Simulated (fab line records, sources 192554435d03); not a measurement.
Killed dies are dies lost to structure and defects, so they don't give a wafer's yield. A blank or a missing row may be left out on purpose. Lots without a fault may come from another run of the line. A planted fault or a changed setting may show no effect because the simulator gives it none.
Chamber matching | flow n5_finfet | N5_BEOL_M8_DESCUM_33 on rie_diel-04: 4 sister chambers
The step chemistry O2, time 7 s. 4 wafers are shown with their chamber, then 7 later ones without.

WAFERS WITH THEIR CHAMBER
wafer  | chamber | drypump_motor_current_A (A)
L078.3 | 2       | 6.3
L080.3 | 3       | 5.1
L081.2 | 1       | 5.8
L081.3 | 0       | 5.8

WAFERS WITHOUT THEIR CHAMBER
wafer  | drypump_motor_current_A (A)
L081.4 | 5.1
L088.3 | 6.3
L088.4 | 5.8
L088.5 | 5.9
L097.1 | 5.7
L097.2 | 5.8
L097.5 | 5.9

WHICH CHAMBER EACH WENT THROUGH
wafer  | from the rows above     | in truth
L081.4 | 3                       | 3
L088.3 | 2                       | 2
L088.4 | can't be placed: 0 or 1 | 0
L088.5 | can't be placed: 0 or 1 | 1
L097.1 | can't be placed: 0 or 1 | 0
L097.2 | can't be placed: 0 or 1 | 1
L097.5 | can't be placed: 0 or 1 | 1
Placed correctly: 2 of 7. Can't be placed from these rows: 5 (the true chamber is among the candidates in 5). Placed wrongly: 0.
How it was worked out, from the rows above alone: a wafer's distance from a chamber is the root of the sum, over the readings, of the square of ((its reading less the chamber's mean) divided by the reading's scatter). The wafer belongs to the nearest chamber; if the next one is less than 2 further off, it can't be placed. A chamber's mean is the mean of its shown wafers. The scatter: with one shown wafer a chamber, the root of the mean of the squares of how far each hidden wafer lies from its nearest shown one.
